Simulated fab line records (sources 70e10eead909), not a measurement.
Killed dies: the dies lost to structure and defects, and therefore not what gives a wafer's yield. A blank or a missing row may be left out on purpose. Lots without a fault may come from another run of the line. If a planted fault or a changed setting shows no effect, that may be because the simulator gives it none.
Matching of chambers | flow nand-harc | rie-diel-08 running NHARC_A_M0_STRIP_18: 4 sister chambers
The step strips in N2/H2. 8 wafers are shown with their chamber, then 8 later ones without.

== EACH WAFER AND ITS CHAMBER ==
wafer  | chamber | showerhead-plenum-p-Torr (Torr) | rf-vpp-V (V)
L075.6 | 1       | 2.01                            | 90.7
L082.4 | 1       | 2.00                            | 90.8
L086.1 | 2       | 2.14                            | 91.8
L086.3 | 3       | 2.07                            | 91.5
L088.1 | 0       | 1.97                            | 90.6
L088.2 | 2       | 2.14                            | 92.0
L088.5 | 3       | 2.07                            | 89.9
L090.1 | 0       | 1.97                            | 91.1

== WAFERS WITH NO CHAMBER GIVEN ==
wafer  | showerhead-plenum-p-Torr (Torr) | rf-vpp-V (V)
L090.4 | 2.00                            | 89.8
L090.5 | 2.14                            | 91.2
L094.4 | 1.97                            | 89.3
L094.5 | 2.00                            | 91.9
L094.6 | 1.97                            | 89.2
L095.2 | 2.00                            | 91.4
L095.3 | 1.97                            | 90.4
L095.6 | 1.97                            | 90.1

== WHICH CHAMBER EACH ONE RAN IN ==
wafer  | from the rows above | in truth
L090.4 | 1                   | 1
L090.5 | 2                   | 2
L094.4 | 0                   | 0
L094.5 | 1                   | 1
L094.6 | 0                   | 0
L095.2 | 1                   | 1
L095.3 | 0                   | 0
L095.6 | 0                   | 0
Correct placement for 8 of the 8. Number that these rows cannot place: 0. Wrongly placed: 0.
How it was worked out, from the rows above alone: a wafer's distance from a chamber is the root of the sum, over the readings, of the square of ((its reading less the chamber's mean) divided by the reading's scatter). If the next closest chamber is less than 2 further off than the closest, the wafer can't be placed; otherwise it belongs to the closest. The mean given for a chamber averages the wafers shown for that chamber. The scatter: take each reading less its chamber's mean, square it, sum over the shown wafers, divide by the number of wafers less the number of chambers, and take the root.
